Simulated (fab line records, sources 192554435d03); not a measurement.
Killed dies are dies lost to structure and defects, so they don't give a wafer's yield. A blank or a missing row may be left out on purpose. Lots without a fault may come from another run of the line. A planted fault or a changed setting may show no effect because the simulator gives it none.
Which tool did it? | flow n5_finfet | 24 lots, 72 wafers sampled, at 5 steps of a route of 1938

WHAT THE GAUGES READ, wafer by wafer
N5_BEOL_M4_RS_MEAS_58: measures by four-point-probe.
lot  | measured     | on            | M4_RS (ohm/sq)
L074 | day 7 17:34  | film_metro-01 | 0.72 0.66 0.74
L075 | day 8 04:51  | film_metro-02 | 0.71 0.72 0.70
L076 | day 9 00:14  | film_metro-01 | 0.74 0.65 0.67
L077 | day 9 04:45  | film_metro-02 | 0.68 0.67 0.65
L080 | day 9 05:23  | film_metro-02 | 0.78 0.72 0.69
L078 | day 9 12:22  | film_metro-02 | 0.69 0.70 0.65
L079 | day 9 14:28  | film_metro-01 | 0.69 0.64 0.64
L081 | day 9 16:38  | film_metro-02 | 0.72 0.69 0.67
L083 | day 10 04:58 | film_metro-02 | 0.64 0.65 0.68
L082 | day 10 06:29 | film_metro-02 | 0.65 0.65 0.69
L084 | day 10 14:07 | film_metro-02 | 0.65 0.70 0.66
L085 | day 10 16:01 | film_metro-02 | 0.69 0.65 0.62
L086 | day 11 09:59 | film_metro-02 | 0.63 0.68 0.71
L087 | day 11 10:16 | film_metro-02 | 0.71 0.70 0.75
L088 | day 11 14:22 | film_metro-01 | 0.69 0.69 0.67
L089 | day 11 14:52 | film_metro-02 | 0.65 0.67 0.67
L091 | day 11 20:53 | film_metro-01 | 0.65 0.64 0.67
L090 | day 12 01:47 | film_metro-01 | 0.65 0.67 0.62
L092 | day 12 12:21 | film_metro-02 | 0.75 0.64 0.62
L093 | day 13 00:20 | film_metro-02 | 0.72 0.77 0.68
L095 | day 13 03:32 | film_metro-01 | 0.69 0.62 0.67
L094 | day 13 21:18 | film_metro-02 | 0.62 0.63 0.61
L096 | day 13 21:38 | film_metro-01 | 0.64 0.72 0.63
L097 | day 14 04:13 | film_metro-02 | 0.75 0.62 0.61

N5_BEOL_M5_CD_MEAS_18: pitch 56 nm, target cd 28 nm.
lot  | measured     | on        | cd_nm (nm)
L074 | day 7 20:38  | cd_sem-02 | 27.5 27.2 27.8
L075 | day 8 08:47  | cd_sem-01 | 27.6 28.2 27.6
L076 | day 9 03:22  | cd_sem-02 | 28.4 28.4 28.3
L077 | day 9 09:07  | cd_sem-03 | 28.1 27.8 28.1
L080 | day 9 09:23  | cd_sem-01 | 28.3 28.3 27.4
L078 | day 9 17:04  | cd_sem-03 | 28.4 28.3 28.3
L079 | day 9 17:32  | cd_sem-03 | 28.5 28.1 27.9
L081 | day 9 20:37  | cd_sem-01 | 27.3 27.7 27.5
L083 | day 10 09:24 | cd_sem-02 | 27.7 27.7 28.4
L082 | day 10 10:07 | cd_sem-03 | 27.6 27.4 27.6
L084 | day 10 18:25 | cd_sem-01 | 28.3 27.8 28.1
L085 | day 10 19:14 | cd_sem-01 | 27.6 27.5 27.7
L086 | day 11 14:37 | cd_sem-03 | 27.5 28.0 28.6
L087 | day 11 15:10 | cd_sem-02 | 27.5 27.1 26.8
L088 | day 11 17:34 | cd_sem-01 | 27.5 28.5 28.3
L089 | day 11 18:06 | cd_sem-03 | 27.7 28.1 27.2
L091 | day 12 00:00 | cd_sem-01 | 28.3 28.3 28.5
L090 | day 12 05:14 | cd_sem-01 | 27.8 28.2 27.6
L092 | day 12 15:41 | cd_sem-01 | 28.1 27.7 28.1
L093 | day 13 04:17 | cd_sem-03 | 27.2 28.0 28.1
L095 | day 13 07:25 | cd_sem-03 | 27.9 27.6 27.5
L094 | day 14 00:09 | cd_sem-03 | 27.5 28.3 27.7
L096 | day 14 03:10 | cd_sem-03 | 27.5 28.2 27.6
L097 | day 14 08:35 | cd_sem-01 | 28.2 28.5 28.5

N5_BEOL_M5_CD_MEAS_28: target cd 30.6 nm, target cd y 20 nm.
lot  | measured     | on        | cd_nm (nm)
L074 | day 8 00:26  | cd_sem-01 | 31.12 30.77 31.00
L075 | day 8 10:14  | cd_sem-03 | 30.97 31.19 31.17
L076 | day 9 03:42  | cd_sem-03 | 31.08 30.79 30.76
L077 | day 9 09:34  | cd_sem-03 | 30.41 30.72 31.25
L080 | day 9 11:53  | cd_sem-01 | 30.25 30.32 30.57
L078 | day 9 18:55  | cd_sem-02 | 30.32 30.31 30.66
L079 | day 9 18:44  | cd_sem-03 | 30.66 30.86 30.80
L081 | day 10 00:31 | cd_sem-02 | 31.02 30.02 30.52
L083 | day 10 09:50 | cd_sem-03 | 30.30 31.02 30.45
L082 | day 10 11:15 | cd_sem-02 | 30.23 30.50 30.35
L084 | day 10 20:09 | cd_sem-01 | 30.84 30.64 30.64
L085 | day 10 20:19 | cd_sem-01 | 30.34 30.82 30.42
L086 | day 11 15:03 | cd_sem-01 | 30.18 30.77 30.51
L087 | day 11 15:37 | cd_sem-01 | 31.06 30.59 30.53
L088 | day 11 21:11 | cd_sem-01 | 30.46 30.60 30.30
L089 | day 11 21:14 | cd_sem-03 | 31.07 30.71 30.71
L091 | day 12 02:19 | cd_sem-03 | 31.10 30.93 30.86
L090 | day 12 06:10 | cd_sem-03 | 30.97 31.04 30.79
L092 | day 12 16:07 | cd_sem-01 | 30.23 30.47 30.64
L093 | day 13 05:33 | cd_sem-01 | 30.97 30.86 30.47
L095 | day 13 08:38 | cd_sem-03 | 30.94 30.30 30.53
L094 | day 14 01:39 | cd_sem-03 | 30.85 30.56 30.77
L096 | day 14 03:38 | cd_sem-03 | 30.72 30.66 31.07
L097 | day 14 08:55 | cd_sem-03 | 30.73 30.52 30.45

WHICH TOOL RAN EACH LOT (tool, then ch and the chambers of the sampled wafers, then the start)
lot  | N5_BEOL_M4_PRE_CLEAN_45      | N5_BEOL_M5_STRIP_64
L074 | pvd_sputter-01, day 7 13:53  | rie_diel-02 ch 0,1,3, day 7 20:25
L075 | pvd_sputter-03, day 8 01:19  | rie_diel-02 ch 0,1,2, day 8 08:30
L076 | pvd_sputter-03, day 8 20:38  | rie_diel-03 ch 1,2,3, day 9 03:09
L077 | pvd_sputter-02, day 9 01:18  | rie_diel-02 ch 0,1,3, day 9 08:45
L080 | pvd_sputter-01, day 9 01:37  | rie_diel-02 ch 0,2,3, day 9 09:01
L078 | pvd_sputter-03, day 9 08:34  | rie_diel-03 ch 1,2,3, day 9 16:51
L079 | pvd_sputter-03, day 9 10:40  | rie_diel-02 ch 0,1,2, day 9 17:19
L081 | pvd_sputter-03, day 9 13:06  | rie_diel-04 ch 0,1,3, day 9 20:22
L083 | pvd_sputter-02, day 9 21:31  | rie_diel-03 ch 1,2, day 10 09:08
L082 | pvd_sputter-02, day 10 02:00 | rie_diel-02 ch 0,3, day 10 09:49
L084 | pvd_sputter-03, day 10 09:35 | rie_diel-02 ch 0,2,3, day 10 18:11
L085 | pvd_sputter-01, day 10 12:24 | rie_diel-04 ch 1,2,3, day 10 19:00
L086 | pvd_sputter-02, day 11 06:25 | rie_diel-04 ch 1,2, day 11 14:20
L087 | pvd_sputter-03, day 11 06:49 | rie_diel-02 ch 1,3, day 11 14:47
L088 | pvd_sputter-03, day 11 10:47 | rie_diel-04 ch 0,3, day 11 17:21
L089 | pvd_sputter-03, day 11 10:56 | rie_diel-04 ch 0,1,2, day 11 17:53
L091 | pvd_sputter-01, day 11 17:21 | rie_diel-02 ch 0,1, day 11 23:46
L090 | pvd_sputter-03, day 11 22:13 | rie_diel-02 ch 0,1,2, day 12 05:01
L092 | pvd_sputter-01, day 12 07:43 | rie_diel-04 ch 0,1,3, day 12 15:23
L093 | pvd_sputter-03, day 12 20:44 | rie_diel-02 ch 0,1,3, day 13 04:04
L095 | pvd_sputter-01, day 13 00:08 | rie_diel-03 ch 1,2,3, day 13 07:11
L094 | pvd_sputter-03, day 13 17:45 | rie_diel-03 ch 0,3, day 13 23:55
L096 | pvd_sputter-02, day 13 17:59 | rie_diel-03 ch 0,1,3, day 14 02:56
L097 | pvd_sputter-03, day 13 23:05 | rie_diel-02 ch 1,2,3, day 14 08:16
- N5_BEOL_M4_PRE_CLEAN_45: time 30 s.
- N5_BEOL_M5_STRIP_64: strips in CF4.

WHAT THE TOOLS THEMSELVES READ (means of the sampled wafers that have a number; where no wafer has one, the mark that the record gives instead)
N5_BEOL_M4_PRE_CLEAN_45.
lot  | tool           | heater_power_w (W)
L074 | pvd_sputter-01 | 322
L075 | pvd_sputter-03 | 324
L076 | pvd_sputter-03 | 322
L077 | pvd_sputter-02 | 320
L080 | pvd_sputter-01 | 307
L078 | pvd_sputter-03 | 314
L079 | pvd_sputter-03 | 332
L081 | pvd_sputter-03 | 313
L083 | pvd_sputter-02 | 282
L082 | pvd_sputter-02 | 294
L084 | pvd_sputter-03 | 326
L085 | pvd_sputter-01 | 322
L086 | pvd_sputter-02 | 327
L087 | pvd_sputter-03 | 307
L088 | pvd_sputter-03 | 314
L089 | pvd_sputter-03 | 326
L091 | pvd_sputter-01 | 320
L090 | pvd_sputter-03 | 327
L092 | pvd_sputter-01 | 318
L093 | pvd_sputter-03 | 324
L095 | pvd_sputter-01 | 325
L094 | pvd_sputter-03 | 313
L096 | pvd_sputter-02 | 301
L097 | pvd_sputter-03 | 316

N5_BEOL_M5_STRIP_64.
lot  | tool        | drypump_motor_current_A (A) | oes_product_au (a.u.) | rf_vpp_V (V) | showerhead_plenum_p_Torr (Torr) | throttle_valve_pct (%)
L074 | rie_diel-02 | 5.7                         | 0.81                  | 273.1        | 1.83                            | 13.5
L075 | rie_diel-02 | 5.7                         | 0.80                  | 271.4        | 1.81                            | 13.4
L076 | rie_diel-03 | 5.5                         | 0.80                  | 271.6        | 1.81                            | 13.6
L077 | rie_diel-02 | 5.7                         | 0.80                  | 272.4        | 1.82                            | 13.5
L080 | rie_diel-02 | 6.1                         | 0.82                  | 271.3        | 1.83                            | 13.5
L078 | rie_diel-03 | 5.5                         | 0.79                  | 272.0        | 1.80                            | 13.6
L079 | rie_diel-02 | 5.7                         | 0.79                  | 271.5        | 1.80                            | 13.4
L081 | rie_diel-04 | 5.9                         | 0.80                  | 271.3        | 1.82                            | 13.5
L083 | rie_diel-03 | 5.3                         | 0.77                  | 270.1        | 1.77                            | 13.7
L082 | rie_diel-02 | 5.6                         | 0.75                  | 271.9        | 1.80                            | 13.7
L084 | rie_diel-02 | 6.1                         | 0.80                  | 272.2        | 1.82                            | 13.5
L085 | rie_diel-04 | 5.9                         | 0.79                  | 273.0        | 1.85                            | 13.4
L086 | rie_diel-04 | 6.1                         | 0.71                  | 272.3        | 1.85                            | 13.7
L087 | rie_diel-02 | 6.2                         | 0.85                  | 272.9        | 1.86                            | 13.4
L088 | rie_diel-04 | 5.6                         | 0.78                  | 270.8        | 1.79                            | 13.6
L089 | rie_diel-04 | 5.9                         | 0.71                  | 271.7        | 1.82                            | 13.8
L091 | rie_diel-02 | 5.3                         | 0.76                  | 271.1        | 1.79                            | 13.5
L090 | rie_diel-02 | 5.7                         | 0.78                  | 272.8        | 1.80                            | 13.4
L092 | rie_diel-04 | 5.9                         | 0.77                  | 271.6        | 1.82                            | 13.5
L093 | rie_diel-02 | 5.7                         | 0.77                  | 271.8        | 1.81                            | 13.5
L095 | rie_diel-03 | 5.6                         | 0.77                  | 271.2        | 1.80                            | 13.6
L094 | rie_diel-03 | 5.8                         | 0.76                  | 271.4        | 1.82                            | 13.6
L096 | rie_diel-03 | 5.8                         | 0.75                  | 271.4        | 1.79                            | 13.6
L097 | rie_diel-02 | 6.2                         | 0.81                  | 271.9        | 1.83                            | 13.3

THE ANSWER, worked out from the rows above alone
Rule: what is usual is taken from the lots themselves. Put in order of their means at a reading, lots are off if they are a third of the lots or fewer, leave a main group of 4 or more, and stand apart from it by a gap of 3 or more times the standard deviation of the main group's means; of several such gaps the widest counts. A main group whose means are all the same, to the digits that the tables above print for the reading, isn't used. A lot without any number at a reading at which 4 lots or more have one is off too. The other lots that the step has rows for count as sound. The gauges are gone through in route order, then the tools' own readings, and for those a lot's mean is taken as printed above. The first step at which some lot is off is used, and at that step the reading that is off furthest; a lot without a number counts as furthest.
No lot is off at any reading shown: from this, nothing can be told.

WHAT THE SIMULATOR HAD PUT IN
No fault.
